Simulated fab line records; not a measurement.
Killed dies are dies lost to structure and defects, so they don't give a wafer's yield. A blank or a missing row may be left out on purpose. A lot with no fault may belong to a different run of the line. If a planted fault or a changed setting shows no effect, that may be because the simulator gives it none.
Comparing a struck lot with a sound one / flow nand-harc / 39 out of 1302 route steps
Sound: wafers L435.2, L435.5, L435.6. Struck: wafers L443.4, L443.6. (L443.5 of the same lot was not struck and is left out.) The cause comes at the end.
Per side, at each step with rows, come the tool, then ch with its chambers, and then its first start. Under that, the readings that differ: sound wafers / struck wafers / difference of the means / sigmas: that difference in standard deviations of wafers without a fault.
alike: words and numbers the same on both sides, and readings whose means are apart by under 2 such deviations; not compared: readings that were withheld, readings missing a value for some wafer, numbers with overlapping values and no deviation given by the record, and bounds like >300 which may hide the same value.
A row with sigmas, a row that says differs or no value, or rows on one side alone: a step with any of these is where the two part. Numbers that don't overlap but have no deviation are shown without sigmas and don't part them. Lack of a reading on every wafer of one side parts them only where that side has two or more wafers.

first, 4 steps without rows for these wafers: NHARC_P_BONDPAD_HARDBAKE_10 (time 65 s); NHARC_P_BONDPAD_DESCUM_11 (chemistry O2, time 3 s); NHARC_P_BONDPAD_ETCH_37 (etches the open film in N2/H2, target depth 60 nm, overetch 18 nm, time 65.91 s); NHARC_P_BONDPAD_ETCH_12 (etches the open film in CHF3/O2, target depth 200 nm, time 100 s).
NHARC_P_BONDPAD_CD_MEAS_13:
  sound: cd-sem-02 at day 7 15:34; struck: cd-sem-02 at day 10 18:16
  alike: cd-nm
NHARC_P_BONDPAD_STRIP_15: strips in O2.
  sound on rie-diel-01 ch 0,1, day 7 15:39; struck on rie-diel-10 ch 0, day 10 18:19
  alike: chamber-pressure-mTorr, drypump-motor-current-A, oes-product-au, rf-vpp-V, showerhead-plenum-p-Torr, throttle-valve-pct
  not compared: rf-hours-counter-h
NHARC_P_BONDPAD_ETCH_24: etches the open film in CF4/N2, target depth 30 nm, time 72.99 s.
  sound on rie-diel-01 ch 1,2; struck on rie-diel-10 ch 2
  alike: chamber-pressure-mTorr, drypump-motor-current-A, oes-product-au, rf-vpp-V, showerhead-plenum-p-Torr, throttle-valve-pct
  not compared: rf-hours-counter-h
then, 4 steps without rows for these wafers: NHARC_P_BONDPAD_STRIP_16 (strips in post etch residue remover, time 600 s); NHARC_P_BONDPAD_DEGAS_25 (time 60 s); NHARC_P_BONDPAD_PRE_CLEAN_26 (time 30 s); NHARC_P_BONDPAD_PVD_17 (deposits TaN, target thk 5 nm, time 8.06 s).
NHARC_P_BONDPAD_PVD_27: deposits Cu, target thk 30 nm, time 20.49 s.
  sound on pvd-sputter-02; struck on pvd-sputter-02
  alike: throttle-valve-pct
NHARC_P_BONDPAD_ECD_18: material Cu, target thk 400 nm.
  sound on ecd-cu-02 ch 0,1, day 7 16:36; struck on ecd-cu-02 ch 0,1, day 10 19:23
NHARC_P_BONDPAD_ANNEAL_28: time 90 s.
  sound on rtp-anneal-01 ch 0, day 7 17:01; struck on rtp-anneal-01 ch 0, day 10 19:46
  alike: anneal-temp-c-max, wafer_temp_C_max
NHARC_P_BONDPAD_CMP_19: polishes, t overpolish 30 s, cu recess touch 16 s, target thk 160.81 nm.
  sound on cmp-01 ch 1,2, day 7 17:21; struck on cmp-01 ch 1,3, day 10 20:01
  alike: motor-current-A, overpolish-run-s
then, 1 step without rows for these wafers: NHARC_P_BONDPAD_SRD_21 (time 30 s, dry time 20 s).
NHARC_P_BONDPAD_INSPECT_23:
  sound: defect-inspect-01 at day 7 17:55; struck: defect-inspect-02 at day 10 20:31
  alike: raw-defect-count
then, 3 steps without rows for these wafers: NHARC_P_BONDPAD_ACTIVATE_29 (chemistry N2, time 60 s); NHARC_P_BONDPAD_PRECLEAN_30 (cleans in DIW, time 300 s); NHARC_P_BONDPAD_SRD_31 (time 30 s, dry time 20 s).
NHARC_A_START_INSPECT_01:
  sound wafers here have rows in the record (defect-inspect-01, day 7 18:23); struck ones have none
then, 11 steps without rows for these wafers: NHARC_A_ZERO_WELL_PRECLEAN_00 (cleans in SPM, time 600 s); NHARC_A_ZERO_WELL_SRD_01; NHARC_A_ZERO_WELL_DEHYDRATE_02 (time 120 s); NHARC_A_ZERO_WELL_HMDS_03 (time 30 s); NHARC_A_ZERO_WELL_COAT_18 (time 65 s); NHARC_A_ZERO_WELL_COAT_04 (resist thk 600 nm); NHARC_A_ZERO_WELL_SOFTBAKE_05 (time 70 s); NHARC_A_ZERO_WELL_EBR_06; NHARC_A_ZERO_WELL_EXPOSE_07 (exposes mask A ZERO); NHARC_A_ZERO_WELL_PEB_08 (peb time 80 s); NHARC_A_ZERO_WELL_DEVELOP_09 (time 50 s).
NHARC_A_ZERO_WELL_CD_MEAS_10: target cd 2000 nm.
  the record has rows for the sound wafers here (cd-sem-02 ch 0, day 7 19:13) and none for the struck ones
then, 5 steps without rows for these wafers: NHARC_A_ZERO_WELL_HARDBAKE_11 (time 65 s); NHARC_A_ZERO_WELL_DESCUM_12 (chemistry O2, time 3 s); NHARC_A_ZERO_WELL_ETCH_19 (etches the open film in N2/H2, target depth 80 nm, overetch 24 nm, time 87.88 s); NHARC_A_ZERO_WELL_ETCH_13 (etches the open film in HBr/Cl2, target depth 120 nm, time 40.1 s); NHARC_A_ZERO_WELL_STRIP_14 (strips in SPM, time 900 s).
-- break in the record here, with 18 days between the starts of the struck wafers on either side (left off in module A_ZERO_WELL, picked up again in module END, where the first step shown is number 1302 on the route) --
NHARC_END_SORT_01:
  the record has rows for the struck wafers here (prober-01 ch 0, day 28 13:14) and none for the sound ones

== WHERE THEY PART ==
At NHARC_A_START_INSPECT_01 first; at NHARC_END_SORT_01 last (within this record only).

WHY: the cause the simulator had injected
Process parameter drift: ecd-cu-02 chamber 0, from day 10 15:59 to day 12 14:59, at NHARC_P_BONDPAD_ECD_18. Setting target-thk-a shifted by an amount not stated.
